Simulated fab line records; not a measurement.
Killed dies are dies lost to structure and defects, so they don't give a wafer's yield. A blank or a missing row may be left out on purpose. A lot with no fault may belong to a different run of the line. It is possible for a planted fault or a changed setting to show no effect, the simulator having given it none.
Split-lot experiment | flow n5Finfet | 39 wafers read from 7 lots, route of 1938 steps

== SPLIT DETAILS ==
At N5_BEOL_M4_TRENCH_ETCH_37 (etches SiOC in C4F6/O2, target depth 55.555 nm, time 29.2 s), the setting targetDepthA was moved away from the recipe's 555.55 angstrom on 12 of the 39 wafers read, by -58.4% to +57.0%. For the rest of the wafers, this setting stayed at what the recipe calls for.

== FROM THE SPLIT TO THE READING: what the file shows between them, 8 steps ==
- N5_BEOL_M4_ETCH_41: etches SiCN in CH3F/O2, target depth 29.9 nm, time 52.5 s
- N5_BEOL_M4_STRIP_97: strips in N2/H2, time 10 s
- N5_BEOL_M4_OCD_MEAS_38
- N5_BEOL_M4_HM_STRIP_39: strips TiN in peroxide tin strip, target depth 25 nm, time 158 s
- N5_BEOL_M4_SRD_40: time 30 s
- N5_BEOL_M4_ECD_50: material Cu, target thk 300 nm
- N5_BEOL_M4_ANNEAL_51: time 90 s
- N5_BEOL_M4_CMP_52: polishes, stops on SiOC, t overpolish 6.8 s, target thk 40 nm

== THE READING ==
M4_THK, in nm, at N5_BEOL_M4_THK_MEAS_53 (measures by xrf). Typical for fault-free wafers on this fab line: 40.5 nm, with standard deviation 2.2 nm.

wafer  | tool, chamber at the split | targetDepthA as run, angstrom | against the recipe | M4_THK, nm | against lot-mates on the recipe
L077.1 | rieDiel-03, 2              | 555.55                        | recipe             | 43.9       | -
L077.2 | rieDiel-03, 3              | 555.55                        | recipe             | 39.3       | -
L077.3 | rieDiel-03, 0              | 555.55                        | recipe             | 40.1       | -
L077.4 | rieDiel-03, 1              | 555.55                        | recipe             | 42.0       | -
L077.5 | rieDiel-03, 0              | 555.55                        | recipe             | 42.4       | -
L077.6 | rieDiel-03, 1              | 555.55                        | recipe             | 42.2       | -
L080.1 | rieDiel-03, 0              | 872.1                         | +57.0%             | 72.6       | +31.9
L080.2 | rieDiel-03, 1              | 555.55                        | recipe             | 40.8       | -
L080.3 | rieDiel-03, 3              | 872.1                         | +57.0%             | 75.3       | +34.6
L080.4 | rieDiel-03, 2              | 872.1                         | +57.0%             | 72.3       | +31.6
L080.5 | rieDiel-03, 3              | 555.55                        | recipe             | 38.1       | -
L080.6 | rieDiel-03, 2              | 555.55                        | recipe             | 43.3       | -
L081.1 | rieDiel-03, 2              | 555.55                        | recipe             | 39.2       | -
L081.2 | rieDiel-03, 1              | 555.55                        | recipe             | 44.3       | -
L081.3 | rieDiel-03, 0              | 555.55                        | recipe             | 42.3       | -
L081.4 | rieDiel-03, 3              | 555.55                        | recipe             | 39.4       | -
L081.5 | rieDiel-03, 1              | 555.55                        | recipe             | 39.9       | -
L081.6 | rieDiel-03, 2              | 555.55                        | recipe             | 43.2       | -
L084.1 | rieDiel-05, 3              | 555.55                        | recipe             | 37.2       | -
L084.2 | rieDiel-05, 1              | 442.7                         | -20.3%             | 29.0       | -8.5
L084.3 | rieDiel-05, 0              | 442.7                         | -20.3%             | 32.0       | -5.5
L084.4 | rieDiel-05, 0              | 555.55                        | recipe             | 39.3       | -
L084.5 | rieDiel-05, 1              | 442.7                         | -20.3%             | 28.8       | -8.7
L084.6 | rieDiel-05, 3              | 555.55                        | recipe             | 36.0       | -
L087.1 | rieDiel-03, 0              | 555.55                        | recipe             | 39.8       | -
L087.2 | rieDiel-03, 3              | 555.55                        | recipe             | 39.1       | -
L087.3 | rieDiel-03, 1              | 555.55                        | recipe             | 44.4       | -
L091.1 | rieDiel-03, 3              | 555.55                        | recipe             | 37.6       | -
L091.2 | rieDiel-03, 0              | 231.3                         | -58.4%             | 5.3        | -34.6
L091.3 | rieDiel-03, 2              | 231.3                         | -58.4%             | 9.1        | -30.8
L091.4 | rieDiel-03, 1              | 555.55                        | recipe             | 41.6       | -
L091.5 | rieDiel-03, 3              | 231.3                         | -58.4%             | 6.2        | -33.7
L091.6 | rieDiel-03, 0              | 555.55                        | recipe             | 40.6       | -
L093.1 | rieDiel-06, 2              | 555.55                        | recipe             | 40.9       | -
L093.2 | rieDiel-06, 0              | 555.55                        | recipe             | 44.6       | -
L093.3 | rieDiel-06, 1              | 729                           | +31.2%             | 60.7       | +19.6
L093.4 | rieDiel-06, 3              | 555.55                        | recipe             | 37.7       | -
L093.5 | rieDiel-06, 0              | 729                           | +31.2%             | 58.9       | +17.8
L093.6 | rieDiel-06, 3              | 729                           | +31.2%             | 57.4       | +16.3

FIT RESULTS
A straight line over all 39 wafers: M4_THK changes by +0.575 nm for each +1% of targetDepthA; r = +0.99; the points scatter about the line by 2.2 nm.
The same after taking each lot's own level away (the mean of its wafers on the recipe; 39 wafers): +0.56 nm for each +1%; r = +0.99; scatter 2.2 nm.
According to that fit, moving targetDepthA by its largest amount changes the reading by 33 nm.
The span of the lots' own levels, 37.50 to 41.65 nm, comes to 1.9 times the standard deviation stated above.
The two slopes agree, so the slope changes little with the lot-to-lot level.
Check: -31.8 nm against its lot-mates is what the line predicts for one of the wafers moved furthest among these (-58.4%) when that wafer is left out of the fit. It came out at -34.6 nm against them.

== THE WHOLE CHAIN: every reading that the file lists as answering this split, in the file's order ==
step                      | what it does                                                  | reading                                                                     | change (the file's fit)               | r (the file's)
N5_BEOL_M4_TRENCH_ETCH_37 | etches SiOC in C4F6/O2, target depth 55.555 nm, time 29.2 s   | etch.depthNm (the simulator's own value, which no gauge read)               | +0.547 nm for each +1% of the setting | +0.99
N5_BEOL_M4_TRENCH_ETCH_37 | etches SiOC in C4F6/O2, target depth 55.555 nm, time 29.2 s   | BEOL_M4.featureDepthNm (the simulator's own value, which no gauge read)     | +0.547 nm for each +1% of the setting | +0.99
N5_BEOL_M4_OCD_MEAS_38    |                                                               | trenchDepthNm                                                               | +0.55 nm for each +1% of the setting  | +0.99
N5_BEOL_M4_CMP_52         | polishes, stops on SiOC, t overpolish 6.8 s, target thk 40 nm | Cu_of_BEOL_M4_ECD_50.thkNm (the simulator's own value, which no gauge read) | +0.553 nm for each +1% of the setting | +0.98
N5_BEOL_M4_THK_MEAS_53    | measures by xrf                                               | M4_THK                                                                      | +0.56 for each +1% of the setting     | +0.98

== FILE'S OWN FIT ==
M4_THK changes by +0.56 nm for each +1% of targetDepthA, r = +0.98.
